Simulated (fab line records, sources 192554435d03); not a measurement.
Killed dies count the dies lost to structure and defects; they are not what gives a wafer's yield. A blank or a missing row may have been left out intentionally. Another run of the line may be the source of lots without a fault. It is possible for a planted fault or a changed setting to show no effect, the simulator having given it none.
Struck lot and sound lot, side by side | flow n5-finfet | 16 out of 1938 route steps
Sound: wafers L168.2, L168.4, L168.5. Wafers L163.1, L163.3, L163.5 were the ones struck. Last of all comes the cause.
Per side, at each step with rows, come the tool, then ch with its chambers, and then its first start. Under that, the readings that differ: sound wafers | struck wafers | difference of the means | sigmas: that difference in standard deviations of wafers without a fault.
alike: readings whose means differ by less than 2 such deviations, and words and numbers that are the same on both sides. not compared: withheld readings, readings that some wafer has no value for, bounds like >300 that may hide the same value, and numbers for which the record gives no deviation and whose values overlap.
A row with sigmas, a row that says differs or no value, or rows on one side alone: a step with any of these is where the two part. Non-overlapping numbers with no deviation appear without sigmas and do not part them. A reading missing from all wafers of one side parts the sides only when that side holds two or more wafers.

first, 9 steps without rows for these wafers: N5_PMOS_HMC_CHANNEL_EPI_SOFTBAKE_04 (time 60 s); N5_PMOS_HMC_CHANNEL_EPI_EXPOSE_06 (exposes mask PMOS HMC BLK, target cd 240 nm); N5_PMOS_HMC_CHANNEL_EPI_PEB_07 (peb time 60 s); N5_PMOS_HMC_CHANNEL_EPI_DEVELOP_08 (develop time 30 s); N5_PMOS_HMC_CHANNEL_EPI_DESCUM_14 (chemistry O2, time 7.9 s); N5_PMOS_HMC_CHANNEL_EPI_ETCH_32 (etches BARC in N2/H2, stops on SiO2, target depth 85.8 nm, time 50.3 s); N5_PMOS_HMC_CHANNEL_EPI_HM_OPEN_15 (chemistry CHF3/O2, target SiO2, target depth 40.6 nm, time 20.3 s); N5_PMOS_HMC_CHANNEL_EPI_STRIP_33 (strips in N2/H2); N5_PMOS_HMC_CHANNEL_EPI_STRIP_17 (strips in SPM, time 750 s).
N5_PMOS_HMC_CHANNEL_EPI_ETCH_38: etches SiO2 in CF4, target depth 1.5 nm.
  sound on rie-si-01 ch 0,2,3, day 5 18:29; struck on rie-si-01 ch 0,1,3, day 4 12:04
  no value came back on the struck wafers for any of 6 readings (bias-w (W), cf4-flow-sccm (sccm) and others); on the sound wafers bias-w (W) reads 400.5 398.0 400.1
  reading                                                  | sound             | struck            | difference | sigmas
  model.SiO2_of_PMOS_HMC_CHANNEL_EPI_HM_DEP_34.thk-nm (nm) | 34.83 35.03 35.05 | 35.85 36.07 36.63 | +1.21      |
  not compared: rf-hours-counter-h
then, 2 steps without rows for these wafers: N5_PMOS_HMC_CHANNEL_EPI_FIN_RECESS_16 (chemistry HBr/Cl2, target Si, target depth 54 nm, time 18 s); N5_PMOS_HMC_CHANNEL_EPI_PRECLEAN_36 (cleans in O3/DIW, time 45 s).
N5_PMOS_HMC_CHANNEL_EPI_PRECLEAN_18: cleans in DHF, time 30 s.
  sound on wet-bench-06 ch 0,1,5, day 5 18:37; struck on wet-bench-06 ch 5,6,7, day 4 12:12
  reading                                                  | sound             | struck            | difference | sigmas
  model.SiO2_of_PMOS_HMC_CHANNEL_EPI_HM_DEP_34.thk-nm (nm) | 25.19 25.37 25.42 | 26.23 26.42 27.03 | +1.23      |
then, 1 step without rows for these wafers: N5_PMOS_HMC_CHANNEL_EPI_SRD_19 (time 30 s).
-- here the record skips 6 days between the struck wafers' starts before and after, leaving off in module PMOS_HMC_CHANNEL_EPI and picking up in module BEOL_M4 (first step shown: number 1111 of the route) --
N5_BEOL_M4_RC_MEAS_101:
  sound on prober-01 ch 0, day 11 15:47; struck on prober-01 ch 0, day 10 17:53
  alike: DIBL_N, DIBL_P, IOFF_N, IOFF_P, ION_N, ION_P, SS_N, SS_P, VT_N, VT_P
-- here the record skips 4 days between the struck wafers' starts before and after, leaving off in module BEOL_M4 and picking up in module PASSIVATION (first step shown: number 1936 of the route) --
N5_PASSIVATION_PROBE_49:
  the record has rows for the struck wafers here (prober-02, day 14 11:53) and none for the sound ones

## WHERE THEY PART
At N5_PMOS_HMC_CHANNEL_EPI_ETCH_38 first; at N5_PASSIVATION_PROBE_49 last (within this record only).

WHY: whatever the simulator had introduced
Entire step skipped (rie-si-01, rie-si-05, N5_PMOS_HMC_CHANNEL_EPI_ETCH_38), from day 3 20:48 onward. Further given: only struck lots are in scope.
